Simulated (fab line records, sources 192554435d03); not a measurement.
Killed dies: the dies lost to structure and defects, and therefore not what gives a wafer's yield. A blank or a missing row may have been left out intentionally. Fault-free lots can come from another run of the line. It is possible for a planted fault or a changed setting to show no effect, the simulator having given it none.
Comparing a struck lot with a sound one :: flow n5Finfet :: 41 out of 1938 route steps
Sound: the wafers L987.1, L987.2, L987.4. Struck: wafer L109.2 (L109.3, L109.5, from the same lot, were not struck and are left out); the cause is given at the end.
Each step with rows lists, per side, the tool, then ch with its chambers, then its first start. Under that, the readings that differ: sound wafers :: struck wafers :: difference of the means :: sigmas: that difference in standard deviations of wafers without a fault.
alike: a reading whose means differ by less than 2 such deviations, as well as words and numbers matching on both sides. not compared: withheld readings; readings where some wafer has no value; bounds like >300 that might hide an equal value; numbers whose values overlap and for which the record gives no deviation.
A row with sigmas, a row that says differs or no value, or rows on one side alone: a step with any of these is where the two part. Non-overlapping numbers with no deviation appear without sigmas and do not part them. A reading missing from all wafers of one side parts the sides only when that side holds two or more wafers.

first, 11 steps without rows for these wafers: N5_BEOL_M0_SAQP_STRIP_80 (strips in N2/H2); N5_BEOL_M0_SAQP_HM_OPEN_112 (chemistry CHF3/O2, target SiO2, stops on a-Si, target depth 12 nm, time 13.5 s); N5_BEOL_M0_SAQP_STRIP_113 (strips in CHF3/O2); N5_BEOL_M0_SAQP_MANDREL_ETCH_20 (etches a-Si in HBr/Cl2, stops on SiNx, target depth 60 nm, bt time 10 s, time 30 s); N5_BEOL_M0_SAQP_STRIP_86 (strips in N2/H2); N5_BEOL_M0_SAQP_STRIP_115 (strips in post etch residue remover, time 60 s); N5_BEOL_M0_SAQP_SRD_93 (time 30 s); N5_BEOL_M0_SAQP_RECESS_114 (chemistry HF/NH3, target SiO2, target depth 14.4 nm, afs cycles 3, sublimation time 60 s); N5_BEOL_M0_SAQP_SPACER1_ALD_98 (deposits SiO2, target thk 12.8 nm, pulse time 1 s, purge time 2 s); N5_BEOL_M0_SAQP_SPACER1_ETCHBACK_99 (etches SiO2 in CHF3/O2, target depth 15.4 nm, time 7.7 s); N5_BEOL_M0_SAQP_MANDREL1_REMOVE_100 (chemistry HBr/Cl2/O2, target a-Si, stops on SiNx, bt time 10 s).
N5_BEOL_M0_SAQP_ETCH_101: etches SiNx in CH3F/O2, target depth 29.9 nm, time 42.7 s.
  sound on rieDiel-02 ch 1,2, day 5 20:49; struck on rieDiel-03 ch 3, day 11 12:10
reading: throttleValvePct (%)
sound: 16.39 16.06 16.07
struck: 16.65
difference: +0.48
sigmas: +3
  alike: drypumpMotorCurrentA, oesProductAu, rfVppV, showerheadPlenumPTorr
  not compared: rfHoursCounterH
then, 20 steps without rows for these wafers: N5_BEOL_M0_SAQP_ETCH_102 (etches SiO2 in CF4, target depth 4 nm, time 4.4 s); N5_BEOL_M0_SAQP_MANDREL_ETCH_103 (etches a-Si in HBr/Cl2, stops on SiCN, target depth 45 nm, bt time 10 s, time 27 s); N5_BEOL_M0_SAQP_RECESS_104 (chemistry HF/NH3, target SiO2, target depth 18 nm, afs cycles 3, sublimation time 60 s); N5_BEOL_M0_SAQP_COAT_105 (time 60 s, resist thk 100 nm); N5_BEOL_M0_SAQP_ETCH_106 (etches SOC in N2/H2, stops on SiNx, target depth 150 nm); N5_BEOL_M0_SAQP_ETCH_107 (etches SiNx in CH3F/O2, target depth 30 nm); N5_BEOL_M0_SAQP_STRIP_108 (strips in N2/H2); N5_BEOL_M0_SAQP_RECESS_109 (chemistry HF/NH3, target SiO2, target depth 3 nm, afs cycles 1, sublimation time 60 s); N5_BEOL_M0_SAQP_SPACER2_ALD_26 (deposits SiO2, target thk 15 nm, pulse time 1 s, purge time 2 s); N5_BEOL_M0_SAQP_SPACER2_ETCHBACK_27 (etches SiO2 in CHF3/O2, target depth 22.5 nm, time 11.25 s); N5_BEOL_M0_SAQP_MANDREL2_REMOVE_110 (chemistry HBr/Cl2/O2, target a-Si, stops on SiCN, bt time 10 s); N5_BEOL_M0_SAQP_COAT_69 (time 60 s, resist thk 90 nm); N5_BEOL_M0_SAQP_COAT_72 (time 60 s, resist thk 15 nm); N5_BEOL_M0_SAQP_COAT_87 (time 60 s, resist thk 5 nm); N5_BEOL_M0_SAQP_COAT_34 (resist thk 30 nm); N5_BEOL_M0_SAQP_EBR_36; N5_BEOL_M0_SAQP_SOFTBAKE_35 (time 60 s); N5_BEOL_M0_SAQP_EXPOSE_37 (exposes mask M0 CUT1, target cd 30 nm); N5_BEOL_M0_SAQP_PEB_38 (peb time 60 s); N5_BEOL_M0_SAQP_DEVELOP_39 (develop time 30 s).
N5_BEOL_M0_SAQP_INSPECT_42: inspects for defects (brightfield).
  sound on defectInspect-02 at day 5 23:00; struck on defectInspect-02 at day 11 15:47
reading: rawDefectCount
sound: 213 278 357
struck: 1505
difference: +1222
sigmas: +17
then, 5 steps without rows for these wafers: N5_BEOL_M0_SAQP_DESCUM_45 (chemistry O2, time 7 s); N5_BEOL_M0_SAQP_ETCH_88 (etches underlayer in N2/H2, target depth 6.5 nm, time 5.2 s); N5_BEOL_M0_SAQP_ETCH_73 (etches SiARC in CF4, target depth 19.5 nm, time 32.5 s); N5_BEOL_M0_SAQP_CUT_ETCH_46 (etches SOC in N2/H2, target depth 135 nm, overetch 27 nm, time 202.5 s); N5_BEOL_M0_SAQP_STRIP_74 (strips in N2/H2).
N5_BEOL_M0_CUTY_INSPECT_59: inspects for defects (macro).
  sound on defectInspect-01 at day 6 00:43; struck on defectInspect-01 at day 11 17:11
reading: rawDefectCount
sound: 3 1 4
struck: >300
difference: differs
sigmas: 
-- the record jumps here: 4 days lie between the struck wafers' starts before and after (it left off in module BEOL_M0_CUTY and takes up again in module BEOL_M4, whose first step shown is number 1111 of the route) --
N5_BEOL_M4_RC_MEAS_101:
  sound on prober-02 ch 0, day 10 01:38; struck on prober-01 ch 0, day 15 13:35
reading: IOFF_P (nA/um)
sound: 0.20 0.34 0.30
struck: 0.15
difference: -0.13
sigmas: -3

reading: SS_P (mV/dec)
sound: 73.9 76.0 74.8
struck: 72.9
difference: -2.0
sigmas: -3

reading: VT_P (mV)
sound: -251 -245 -246
struck: -257
difference: -10
sigmas: -2
  alike: DIBL_N, DIBL_P, IOFF_N, ION_N, ION_P, SS_N, VT_N
-- record jumps: 5 days separate the struck wafers' starts on either side; left off in module BEOL_M4, taken up again in module PASSIVATION, whose first shown step is the route's number 1936 --
N5_PASSIVATION_PROBE_49:
  rows exist in the record for the struck wafers here (prober-01, day 20 22:15), but not for the sound ones

## WHERE THEY PART
At N5_BEOL_M0_SAQP_ETCH_101 first; at N5_PASSIVATION_PROBE_49 last (within this record only).

WHY: what had been put in by the simulator
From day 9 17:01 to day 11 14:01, rieDiel-03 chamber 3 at N5_BEOL_M0_SAQP_ETCH_101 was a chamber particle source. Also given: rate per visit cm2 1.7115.
